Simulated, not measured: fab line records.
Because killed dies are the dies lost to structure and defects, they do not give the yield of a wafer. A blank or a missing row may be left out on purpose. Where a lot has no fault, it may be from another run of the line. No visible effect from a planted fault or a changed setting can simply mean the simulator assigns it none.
fab line records	flow n5-finfet
[record] lots = 5	wafers = 15	last-day = 19
route steps=1938 shown BEOL_M4@1099 BEOL_M5@1112 BEOL_M11@1593 PASSIVATION@1936
lots with no fault: from the same line, run without faults
start-h: start of the lot's first displayed wafer, in hours after the record's first day	wait-h: hours from the lot's prior step to this one	" unchanged from the row above	L1.1+2: several wafers, shown together as one row	- no value, or no start was given	* or withheld: withheld	< > ~ a bound
route shown NAME@n: names a module that has steps shown in the file, with the first one's number in the route	usual: mean/standard deviation of fault-free wafers	same: alike in all rows	chamber/n: place in a boat	sites: readings site by site	_std_site: their standard deviation	_edge_site: inner sites' mean taken away from outer sites' mean	radius-mm: for every site, how far away it sits from the centre of the wafer	mask NAME#n: copy n	behind: tool/chamber where the wafer was last shaped	hold: what put the lot on hold/how long, in hours/how the hold closed	device: transistor that didn't switch, given as n, p or np	end of line: the tests these same wafers got at the end of their route	a step given without rows: its recipe and nothing more	killed: dies that structure and defects cost at the first sort, which is not the same as the wafer's yield	map: a wafer's dies, x killed, . not, _ none there
set.NAME: the setting the step ran with; set.NAME@STEP: the setting that earlier step ran with	model.NAME: the simulator's own value behind a step, which no gauge read
certain route steps with their lots: each step a table, each wafer a row
services: a tool's chamber out of use, with start hour (start-h, from the record's first day; less than 0 if before it), hours out, and reason
[[steps]]
[step N5_BEOL_M4_ANNEAL_95]
[recipe] temp-c = 400	time-s = 240	ambient = vacuum
[step N5_BEOL_M4_SPUTTER_96]
[recipe] material = Cu	target-thk-a = 45	temp-c = -20	chamber-pressure-pa = 0.07	power-w = withheld	time-s = 8.29
[step N5_BEOL_M4_ECD_50]
[recipe] material = Cu	target-thk-a = 3000
[step N5_BEOL_M4_ANNEAL_51]
[recipe] temp-c = 225	time-s = 90	ambient = N2
[step N5_BEOL_M4_CMP_52]
[recipe] stop-on = SiOC	t-overpolish-s = 6.8	down-force-psi = 1	platen-rpm = 50	clearing-platen-down-force-psi = 1.5	clearing-platen-rpm = 50	post-cmp-clean = cu-alkaline	target-thk-nm = 40	clearing-platen-pad-velocity-m-s = 0.99484	pad-velocity-m-s = 0.99484
[step N5_BEOL_M4_PRE_CLEAN_60]
[recipe] gas = NH3/H2	time-s = 15	temp-c = *	rf-power-w = 300
[step N5_BEOL_M4_CO_CAP_55]
[recipe] material = Co	target-thk-a = 20	temp-c = 200	precursor = CCTBA/H2	pressure-torr = 30	time-s = 102.1
[step N5_BEOL_M4_PRE_CLEAN_56]
[recipe] gas = NH3	time-s = 15	temp-c = withheld	rf-power-w = 300
[step N5_BEOL_M4_DEP_57]
[recipe] material = SiCN	target-thk-a = 80	temp-c = withheld	precursor = 3MS/NH3	pressure-torr = 3	rf-w = 202	time-s = 14
[step N5_BEOL_M4_RC_MEAS_101]
[usual] DIBL_N = 36.8/1.9	DIBL_P = 36.5/2.1	IOFF_N = 0.17/0.038	IOFF_P = 0.22/0.039	ION_N = 675/12	ION_P = 463/7.4	SS_N = 71.6/0.71	SS_P = 73.4/0.72	VT_N = 249/3.3	VT_P = -250/3.3
lot.wafer	tool	chamber	start-h	wait-h	DIBL_N[mV/V]	DIBL_P[mV/V]	IOFF_N[nA/um]	IOFF_P[nA/um]	ION_N[uA/um]	ION_P[uA/um]	SS_N[mV/dec]	SS_P[mV/dec]	VT_N[mV]	VT_P[mV]
L622.1	prober-02	0	194.75	0.0	37.4	37.4	0.18	0.26	677	465	71.4	73.9	246	-246
L622.2	"	0	"	"	35.9	36.1	0.14	0.22	671	466	71.0	73.4	252	-248
L622.6	"	0	"	"	37.5	37.3	0.17	0.25	679	466	71.7	73.8	248	-249
L624.1	prober-01	0	196.91	0.0	36.3	35.8	0.15	0.18	671	461	71.3	73.6	250	-253
L624.2	"	0	"	"	34.9	34.2	0.13	0.16	673	457	71.6	74.3	253	-253
L624.5	"	0	"	"	36.0	35.4	0.15	0.18	680	467	71.4	73.3	250	-251
L625.2	prober-02	0	203.72	0.2	38.1	37.3	0.18	0.24	663	455	72.4	74.1	249	-247
L625.5	"	0	"	"	39.0	37.2	0.20	0.23	668	462	72.3	73.4	245	-250
L625.6	"	0	"	"	40.0	40.8	0.23	0.31	688	476	72.6	74.4	244	-245
L638.4	prober-01	0	314.00	0.5	41.1	42.4	0.24	0.27	688	466	73.0	74.7	245	-251
L638.5	"	0	"	"	38.4	38.9	0.18	0.21	679	455	71.9	74.4	247	-251
L638.6	"	0	"	"	36.6	36.7	0.14	0.18	668	456	71.1	74.0	251	-257
L642.1	prober-02	0	337.64	0.0	35.7	33.8	0.14	0.19	671	458	72.0	73.0	251	-251
L642.4	"	0	"	"	39.4	38.3	0.20	0.26	665	459	73.5	74.1	249	-246
L642.6	"	0	"	"	39.8	39.2	0.23	0.26	689	464	71.8	74.6	246	-246
[step N5_BEOL_M5_ILD_DEP_00]
[recipe] material = SiCOH_lowk	target-thk-a = 1406.4	temp-c = 300	precursor = DEMS/porogen	pressure-torr = 5	rf-w = 500	time-s = 25.9
[step N5_BEOL_M5_CURE_79]
[recipe] temp-c = 385	time-s = 240	ambient = He/Ar	material = SiCOH_lowk
[step N5_BEOL_M5_PECVD_70]
[recipe] material = SiO2	target-thk-a = 160	temp-c = 400	precursor = TEOS/O2	pressure-torr = 5.5	rf-w = 450	teos-flow-sccm = 53.8	gas = O2	flow-sccm = 3000	time-s = 18
[step N5_BEOL_M5_HM_DEP_02]
[recipe] material = TiN	target-thk-a = 200	temp-c = 25	chamber-pressure-pa = 0.49996
[step N5_BEOL_M5_COAT_59]
[recipe] resist = SOC	temp-c = 250	time-s = 60	spin-rpm = 1500	resist-thk-nm = 60
[step N5_BEOL_M5_COAT_60]
[recipe] resist = SiARC	temp-c = 220	time-s = 60	spin-rpm = 1500	resist-thk-nm = 12
[step N5_BEOL_M5_COAT_71]
[recipe] resist = underlayer	temp-c = 205	time-s = 60	spin-rpm = 1500	resist-thk-nm = 5
[step N5_BEOL_M5_COAT_05]
[recipe] resist = CAR-EUV	spin-rpm = 1500	resist-thk-nm = 30
[step N5_BEOL_M5_EBR_07]
[recipe] solvent = PGMEA	ebr-width-mm = 1.5
[step N5_BEOL_M5_SOFTBAKE_06]
[recipe] temp-c = 110	time-s = 60	resist = CAR-EUV
[step N5_BEOL_M5_EXPOSE_08]
[recipe] mask-id = M5	na = 0.33	source-shape = annular	sigma-inner = 0.4	sigma-outer = 0.8	polarization = unpolarized	target-cd-nm = 28	dose-mj = 35.75
[step N5_BEOL_M5_PEB_09]
[recipe] peb-temp-c = 100	peb-time-s = 60	resist = CAR-EUV
[step N5_BEOL_M5_DEVELOP_10]
[recipe] develop-time-s = 30	developer = TMAH	resist = CAR-EUV	rinse-liquid = surfactant-rinse	dry = air-spin	dev-temp-c = 23
[step N5_BEOL_M5_DESCUM_16]
[recipe] chemistry = O2	time-s = 7	source-power-w = 50	bias-power-w = 20	pressure-mtorr = 20	rf-frequency-hz = 2.712e+07	temp-c = 40	resist = CAR-EUV	o2-flow-sccm = 225
[step N5_BEOL_M5_ETCH_72]
[recipe] chemistry = N2/H2	target = underlayer	target-depth-a = 65	mask-material = CAR-EUV	time-s = 5.2	ion-energy-ev = 200	pressure-mtorr = 30	source-w = 840	bias-w = 150	n2-flow-sccm = 200	h2-flow-sccm = 200	ends = cleared
[step N5_BEOL_M5_ETCH_61]
[recipe] chemistry = CF4	target = SiARC	target-depth-a = 156	mask-material = CAR-EUV	time-s = 26	ion-energy-ev = 80	pressure-mtorr = 40	source-w = 545	bias-w = 36	Ar_flow_sccm = 100	cf4-flow-sccm = 100	ends = cleared
[step N5_BEOL_M5_ETCH_62]
[recipe] chemistry = N2/H2	target = SOC	target-depth-a = 750	overetch-a = 150	mask-material = SiARC	temp-c = 40	time-s = 112.5	ion-energy-ev = 200	pressure-mtorr = 30	source-w = 840	bias-w = 150	n2-flow-sccm = 200	h2-flow-sccm = 200
[step N5_BEOL_M5_STRIP_63]
[recipe] chemistry = N2/H2	temp-c = 40	n2-flow-sccm = 200	h2-flow-sccm = 200	rf-frequency-hz = 6e+07
[step N5_BEOL_M5_STRIP_73]
[recipe] chemistry = N2/H2	temp-c = 40	n2-flow-sccm = 200	h2-flow-sccm = 200	rf-frequency-hz = 6e+07
[step N5_BEOL_M5_STRIP_64]
[recipe] chemistry = CF4	resist = SiARC	power-w = 300	bias-power-w = 75	pressure-mtorr = 50	cf4-flow-sccm = 150	rf-frequency-hz = 6e+07
[step N5_BEOL_M5_HM_OPEN_17]
[recipe] chemistry = Cl2/BCl3	target-depth-a = 200	overetch-a = 60	target = TiN	mask-material = SOC	ion-energy-ev = 150	pressure-mtorr = 10	icp-w = 1000	bias-w = 126	Cl2_flow_sccm = 53.25	bcl3-flow-sccm = 21.75	Ar_flow_sccm = 25
[step N5_BEOL_M5_STRIP_19]
[recipe] chemistry = O2	power-w = 400	temp-c = 40	pressure-mtorr = 30	rf-frequency-hz = 6e+07	bias-power-w = 0	overash-fraction = 0.2	o2-flow-sccm = 225
[step N5_BEOL_M5_COAT_65]
[recipe] resist = SOC	temp-c = 250	time-s = 60	spin-rpm = 1500	resist-thk-nm = 60
[step N5_BEOL_M5_COAT_66]
[recipe] resist = SiARC	temp-c = 220	time-s = 60	spin-rpm = 1500	resist-thk-nm = 12
[step N5_BEOL_M11_SPUTTER_48]
[recipe] material = Cu	target-thk-a = 120	temp-c = -20	bias-v = 60	power-w = 26000	chamber-pressure-pa = 0.13	time-s = 2
[usual] bias-v = 60.0/0.57	cathode-dc-power-W = 26000/4.8	chamber-pressure-pa = 0.12999/0.00028	throttle-valve-pct = 29.3/1.1	time-s = 2/0
lot.wafer	tool	chamber	start-h	wait-h	bias-v	cathode-dc-power-W	chamber-pressure-pa	throttle-valve-pct	time-s
L625.2	pvd-sputter-02	-	268.62	0.1	-	-	-	-	-
L625.5	"	-	"	"	-	-	-	-	-
L625.6	"	-	"	"	-	-	-	-	-
L624.1	pvd-sputter-01	-	269.14	0.1	-	-	-	-	-
L624.2	"	-	"	"	-	-	-	-	-
L624.5	"	-	"	"	-	-	-	-	-
L622.1	pvd-sputter-01	-	269.56	0.1	-	-	-	-	-
L622.2	"	-	"	"	-	-	-	-	-
L622.6	"	-	"	"	-	-	-	-	-
L638.4	pvd-sputter-01	-	379.26	1.0	59.4	26001	0.12969	30.1	2
L638.5	"	-	"	"	59.0	25997	0.13012	28.8	2
L638.6	"	-	"	"	58.8	26002	0.13049	28.5	2
L642.1	pvd-sputter-03	-	406.58	0.2	59.3	26001	0.12947	29.3	2
L642.4	"	-	"	"	59.6	26002	0.12977	30.0	2
L642.6	"	-	"	"	61.0	26005	0.13	29.1	2
[step N5_BEOL_M11_CMP_52]
[recipe] stop-on = SiCOH_lowk	t-overpolish-s = 7	down-force-psi = 1	platen-rpm = 50	clearing-platen-down-force-psi = 1.5	clearing-platen-rpm = 50	post-cmp-clean = cu-alkaline	target-thk-nm = 140	clearing-platen-pad-velocity-m-s = 0.99484	pad-velocity-m-s = 0.99484
[usual] motor-current-A = 5.7/0.72	pad-life-wafers = 883/550	time-to-endpoint-s = 67/3
lot.wafer	tool	chamber	start-h	wait-h	motor-current-A	pad-life-wafers	time-to-endpoint-s
L625.2	cmp-02	2	269.39	0.5	4.5	230	3
L625.5	"	0	"	"	5.6	-	7
L625.6	"	1	"	"	5.2	-	2
L624.2	cmp-04	2	269.66	0.2	6.8	450	1
L624.1	"	3	"	"	4.7	451	5
L624.5	"	2	"	"	7.0	-	0
L622.1	cmp-04	2	270.13	0.3	7.0	457	2
L622.2	"	0	"	"	5.4	459	2
L622.6	"	2	"	"	7.1	-	2
L638.4	cmp-03	1	380.44	0.3	6.3	201	66
L638.6	"	2	"	"	6.1	-	60
L638.5	"	3	"	"	5.4	-	68
L642.1	cmp-04	3	407.14	0.3	4.8	1645	71
L642.4	"	1	"	"	5.6	1647	66
L642.6	"	2	"	"	7.1	-	68
[step N5_PASSIVATION_PROBE_49]
[usual] defect-limited-yield = 91.3/1.4	killed_at_M0_to_M3 = 33/11	killed_at_M4_up = 15/6.2	killed-at-contacts = 13/6.5	killed-at-front-end = 38/11	killed-at-other = 3.4/2.6	killed-dies = 102/17	killed-on-rim = 13/4.1	killed-open = 67/12	killed-short = 34/7.9	sort_bin_5_function = 5.1/0.88	sort_bin_6_memory = 3.3/0.65	sort-n-pass = 1078/17	sort-yield-pct = 91.3/1.4
[same] gross-dies = 1180	killed-at-back-side = 0	sort_bin_4_leakage[%] = 0	sort_bin_8_speed[%] = 0
lot.wafer	tool	chamber	start-h	wait-h	defect-limited-yield[%]	killed_at_M0_to_M3	killed_at_M4_up	killed-at-contacts	killed-at-front-end	killed-at-other	killed-dies	killed-on-rim	killed-open	killed-short	sort_bin_5_function[%]	sort_bin_6_memory[%]	sort-n-pass	sort-yield-pct[%]
L625.2	prober-01	-	304.41	0.1	0	34	1107	7	30	2	1180	152	56	28	96.4	3.1	0	0
L625.5	prober-01	-	304.56	0.2	0	36	1102	5	33	4	1180	152	52	30	97.5	2.1	0	0
L625.6	prober-01	-	304.61	0.3	0	34	1092	11	40	3	1180	152	81	20	96.6	3.1	0	0
L624.1	prober-02	-	310.62	0.0	0	52	1077	10	37	4	1180	152	59	51	96.1	3.4	0	0
L624.2	prober-02	-	310.67	0.1	0	54	1073	19	28	6	1180	152	89	31	96.0	3.6	0	0
L624.5	prober-02	-	310.82	0.2	0	60	1056	21	38	5	1180	152	95	49	95.2	4.3	0	0
L622.1	prober-02	-	315.73	0.0	0	24	1110	10	29	7	1180	152	53	29	96.7	3.1	0	0
L622.2	prober-02	-	315.78	0.1	0	33	1100	14	30	3	1180	152	72	23	96.7	3.1	0	0
L622.6	prober-02	-	315.98	0.3	0	26	1100	12	39	3	1180	152	62	28	95.5	4.1	0	0
L638.4	prober-02	-	420.28	0.2	91.3	32	15	17	35	4	103	11	59	42	4.7	3.8	1077	91.3
L638.5	prober-02	-	420.33	0.2	93.2	21	15	13	28	3	80	17	54	26	4.1	2.5	1100	93.2
L638.6	prober-02	-	420.38	0.3	90.8	28	18	21	40	2	109	17	67	38	5.3	3.3	1071	90.8
// killed by level:class
L625.2 BEOL_M11:area-sputter=573 BEOL_M11:area-ecd=518 BEOL_M3:geometric-particle:open=13 BEOL_M2:geometric-particle:open=8 MOL_CONTACT_COAG:geometric-particle:open=7 STI_FIN_REVEAL:geometric-particle:open=6 GATE_CUT:geometric-particle:short=6 DUMMY_GATE:geometric-particle:open=5
L625.5 BEOL_M11:area-sputter=552 BEOL_M11:area-ecd=544 BEOL_M0_SAQP:geometric-particle:open=14 BEOL_M0_SAQP:geometric-particle:short=13 DUMMY_GATE:geometric-particle:open=8 STI_FIN_REVEAL:geometric-particle:open=7 STARTING-WAFER:geometric-particle:short=6 GATE_CUT:geometric-particle:short=5
L625.6 BEOL_M11:area-sputter=556 BEOL_M11:area-ecd=523 STI_FIN_REVEAL:geometric-particle:open=14 MOL_CONTACT_COAG:geometric-particle:open=10 BEOL_M0_SAQP:geometric-particle:open=8 DUMMY_GATE:geometric-particle:open=7 BEOL_M0_SAQP:geometric-particle:short=6 BEOL_M0:geometric-particle:open=6
L624.1 BEOL_M11:area-ecd=544 BEOL_M11:area-sputter=525 BEOL_M0_SAQP:geometric-particle:open=15 BEOL_M0_SAQP:geometric-particle:short=11 GATE_CUT:geometric-particle:short=10 MOL_CONTACT_COAG:geometric-particle:open=9 FIN_SAQP:geometric-particle:short=5 BEOL_M2:geometric-particle:short=5
L624.2 BEOL_M11:area-ecd=554 BEOL_M11:area-sputter=504 MOL_CONTACT_COAG:geometric-particle:open=17 BEOL_M0_SAQP:geometric-particle:open=15 STI_FIN_REVEAL:geometric-particle:open=13 BEOL_M3:geometric-particle:open=11 BEOL_M0_SAQP:geometric-particle:short=9 BEOL_M2:geometric-particle:open=6
L624.5 BEOL_M11:area-sputter=518 BEOL_M11:area-ecd=515 MOL_CONTACT_COAG:geometric-particle:open=21 STI_FIN_REVEAL:geometric-particle:open=15 BEOL_M2:geometric-particle:open=10 BEOL_M0_SAQP:geometric-particle:short=9 BEOL_M3:geometric-particle:open=9 BEOL_M3:geometric-particle:short=8
L622.1 BEOL_M11:area-sputter=549 BEOL_M11:area-ecd=548 FIN_SAQP:geometric-particle:open=9 FIN_SAQP:geometric-particle:short=8 BEOL_M0_SAQP:geometric-particle:open=7 MOL_CONTACT_COAG:geometric-particle:open=6 BEOL_M0_SAQP:geometric-particle:short=6 GATE_CUT:geometric-particle:short=5
L622.2 BEOL_M11:area-ecd=551 BEOL_M11:area-sputter=534 BEOL_M0_SAQP:geometric-particle:open=14 FIN_SAQP:geometric-particle:open=11 BEOL_M3:geometric-particle:open=11 MOL_CONTACT_COAG:geometric-particle:open=10 FIN_SAQP:geometric-particle:short=6 BEOL_M0_SAQP:geometric-particle:short=5
L622.6 BEOL_M11:area-ecd=548 BEOL_M11:area-sputter=541 FIN_SAQP:geometric-particle:open=16 MOL_CONTACT_COAG:geometric-particle:open=10 BEOL_M0_SAQP:geometric-particle:short=8 FIN_SAQP:geometric-particle:short=7 BEOL_M0_SAQP:geometric-particle:open=7 BEOL_M3:geometric-particle:open=5
L638.4 MOL_CONTACT_COAG:geometric-particle:open=16 FIN_SAQP:geometric-particle:short=13 FIN_SAQP:geometric-particle:open=10 BEOL_M3:geometric-particle:short=8 BEOL_M0_SAQP:geometric-particle:open=4 BEOL_M0_SAQP:geometric-particle:short=4 BEOL_M2:geometric-particle:open=4 BEOL_M4:geometric-particle:open=4
L638.5 MOL_CONTACT_COAG:geometric-particle:open=13 BEOL_M4:geometric-particle:open=8 FIN_SAQP:geometric-particle:short=6 STI_FIN_REVEAL:geometric-particle:open=6 BEOL_M0_SAQP:geometric-particle:short=4 STARTING-WAFER:geometric-particle:short=4 FIN_SAQP:geometric-particle:open=3 STI_FIN_REVEAL:geometric-particle:short=3
L638.6 MOL_CONTACT_COAG:geometric-particle:open=18 FIN_SAQP:geometric-particle:short=13 BEOL_M0_SAQP:geometric-particle:short=8 FIN_SAQP:geometric-particle:open=7 BEOL_M4:geometric-particle:open=7 BEOL_M5:geometric-particle:open=6 BEOL_M0_SAQP:geometric-particle:open=5 STI_FIN_REVEAL:geometric-particle:open=4
// map L622.1 (x killed, . not)
_________________xxxxxxxxxxxx________________
______________xxxxxxxxxxxxxxxxxx_____________
___________xxxxxxxxxxxxxxxxxxxxxxxx__________
__________xxxxxxxxxxxxxxxxxxxxxxxxxx_________
________xxxxxxxxxxxxxxxxxxxxxxxxxxxxxx_______
_______xxxxxxxxxxxxxxxxxxxxxxxxxxxxxxxx______
______xxxxxxxxxxxxxxxxxxxxxxxxxxxxxxxxxx_____
_____xxxxxxxxxxxxxxxxxxxxxxxxxxxxxxxxxxxx____
____xxxxxxxxxxxxxxxxxxxxxxxxxxxxxxxxxxxxxx___
___xxxxxxxxxxxxxxxxxxxxxxxxxxxxxxxxxxxxxxxx__
___xxxxxxxxxxxxxxxxxxxxxxxxxxxxxxxxxxxxxxxx__
__xxxxxxxxxxxxxxxxxxxxxxxxxxxxxxxxxxxxxxxxxx_
__xxxxxxxxxxxxxxxxxxxxxxxxxxxxxxxxxxxxxxxxxx_
_xxxxxxxxxxxxxxxxxxxxxxxxxxxxxxxxxxxxxxxxxxxx
_xxxxxxxxxxxxxxxxxxxxxxxxxxxxxxxxxxxxxxxxxxxx
_xxxxxxxxxxxxxxxxxxxxxxxxxxxxxxxxxxxxxxxxxxxx
_xxxxxxxxxxxxxxxxxxxxxxxxxxxxxxxxxxxxxxxxxxxx
_xxxxxxxxxxxxxxxxxxxxxxxxxxxxxxxxxxxxxxxxxxxx
_xxxxxxxxxxxxxxxxxxxxxxxxxxxxxxxxxxxxxxxxxxxx
_xxxxxxxxxxxxxxxxxxxxxxxxxxxxxxxxxxxxxxxxxxxx
_xxxxxxxxxxxxxxxxxxxxxxxxxxxxxxxxxxxxxxxxxxxx
__xxxxxxxxxxxxxxxxxxxxxxxxxxxxxxxxxxxxxxxxxx_
__xxxxxxxxxxxxxxxxxxxxxxxxxxxxxxxxxxxxxxxxxx_
___xxxxxxxxxxxxxxxxxxxxxxxxxxxxxxxxxxxxxxxx__
___xxxxxxxxxxxxxxxxxxxxxxxxxxxxxxxxxxxxxxxx__
____xxxxxxxxxxxxxxxxxxxxxxxxxxxxxxxxxxxxxx___
_____xxxxxxxxxxxxxxxxxxxxxxxxxxxxxxxxxxxx____
______xxxxxxxxxxxxxxxxxxxxxxxxxxxxxxxxxx_____
_______xxxxxxxxxxxxxxxxxxxxxxxxxxxxxxxx______
________xxxxxxxxxxxxxxxxxxxxxxxxxxxxxx_______
__________xxxxxxxxxxxxxxxxxxxxxxxxxx_________
___________xxxxxxxxxxxxxxxxxxxxxxxx__________
______________xxxxxxxxxxxxxxxxxx_____________
_________________xxxxxxxxxxxx________________
// map L624.1 (x killed, . not)
_________________xxxxxxxxxxxx________________
______________xxxxxxxxxxxxxxxxxx_____________
___________xxxxxxxxxxxxxxxxxxxxxxxx__________
__________xxxxxxxxxxxxxxxxxxxxxxxxxx_________
________xxxxxxxxxxxxxxxxxxxxxxxxxxxxxx_______
_______xxxxxxxxxxxxxxxxxxxxxxxxxxxxxxxx______
______xxxxxxxxxxxxxxxxxxxxxxxxxxxxxxxxxx_____
_____xxxxxxxxxxxxxxxxxxxxxxxxxxxxxxxxxxxx____
____xxxxxxxxxxxxxxxxxxxxxxxxxxxxxxxxxxxxxx___
___xxxxxxxxxxxxxxxxxxxxxxxxxxxxxxxxxxxxxxxx__
___xxxxxxxxxxxxxxxxxxxxxxxxxxxxxxxxxxxxxxxx__
__xxxxxxxxxxxxxxxxxxxxxxxxxxxxxxxxxxxxxxxxxx_
__xxxxxxxxxxxxxxxxxxxxxxxxxxxxxxxxxxxxxxxxxx_
_xxxxxxxxxxxxxxxxxxxxxxxxxxxxxxxxxxxxxxxxxxxx
_xxxxxxxxxxxxxxxxxxxxxxxxxxxxxxxxxxxxxxxxxxxx
_xxxxxxxxxxxxxxxxxxxxxxxxxxxxxxxxxxxxxxxxxxxx
_xxxxxxxxxxxxxxxxxxxxxxxxxxxxxxxxxxxxxxxxxxxx
_xxxxxxxxxxxxxxxxxxxxxxxxxxxxxxxxxxxxxxxxxxxx
_xxxxxxxxxxxxxxxxxxxxxxxxxxxxxxxxxxxxxxxxxxxx
_xxxxxxxxxxxxxxxxxxxxxxxxxxxxxxxxxxxxxxxxxxxx
_xxxxxxxxxxxxxxxxxxxxxxxxxxxxxxxxxxxxxxxxxxxx
__xxxxxxxxxxxxxxxxxxxxxxxxxxxxxxxxxxxxxxxxxx_
__xxxxxxxxxxxxxxxxxxxxxxxxxxxxxxxxxxxxxxxxxx_
___xxxxxxxxxxxxxxxxxxxxxxxxxxxxxxxxxxxxxxxx__
___xxxxxxxxxxxxxxxxxxxxxxxxxxxxxxxxxxxxxxxx__
____xxxxxxxxxxxxxxxxxxxxxxxxxxxxxxxxxxxxxx___
_____xxxxxxxxxxxxxxxxxxxxxxxxxxxxxxxxxxxx____
______xxxxxxxxxxxxxxxxxxxxxxxxxxxxxxxxxx_____
_______xxxxxxxxxxxxxxxxxxxxxxxxxxxxxxxx______
________xxxxxxxxxxxxxxxxxxxxxxxxxxxxxx_______
__________xxxxxxxxxxxxxxxxxxxxxxxxxx_________
___________xxxxxxxxxxxxxxxxxxxxxxxx__________
______________xxxxxxxxxxxxxxxxxx_____________
_________________xxxxxxxxxxxx________________
[[services]]
tool	chamber	start-h	hours	kind
cmp-02	-	246.51	0.8	repair
cmp-04	-	263.49	6.0	pm
cmp-03	-	283.89	7.5	pm
cmp-02	-	289.29	2.2	repair
cmp-03	-	308.07	11.6	pm
cmp-02	-	319.89	0.4	repair
cmp-03	-	329.75	10.7	repair
cmp-02	-	348.41	0.5	repair
cmp-03	-	351.22	4.0	pm
cmp-03	-	355.22	-	consumable-replace:conditioner
cmp-03	-	355.22	-	consumable-replace:pad
pvd-sputter-01	-	370.77	4.7	repair
cmp-02	-	373.54	8.1	pm
cmp-04	-	394.69	2.8	repair
[[key]]
[first-sign] step = N5_BEOL_M11_SPUTTER_48	reading = tool-record	direction = missing
[effect] step = N5_BEOL_M11_CMP_52	reading = time-to-endpoint-s	direction = down	sigmas = 21	usual = *	struck = *
[effect] step = N5_PASSIVATION_PROBE_49	reading = killed_at_M4_up	direction = up	sigmas = 99+	usual = 15	struck = 1091
[more-kills-born-at] N5_BEOL_M11_ECD_50@ecd-cu-01 = 4845	N5_BEOL_M11_SPUTTER_48@pvd-sputter-01 = 3171	N5_BEOL_M11_SPUTTER_48@pvd-sputter-02 = 1681
met-at N5_BEOL_M11_SPUTTER_48
struck-wafers L622.1,L622.2,L622.6,L624.1,L624.2,L624.5,L625.2,L625.5,L625.6
later-rows-left-out L622.1,L622.2,L622.6,L624.1,L624.2,L624.5,L625.2,L625.5,L625.6
[fault] kind = skipped-step-whole	tool = pvd-sputter-01,pvd-sputter-02	chamber = -	onset-h = 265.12	steps = N5_BEOL_M11_SPUTTER_48	scope = struck-lots-only
// later-rows-left-out: the simulator's readings of these wafers behind a module that went badly wrong aren't trusted and aren't shown, but for the sort
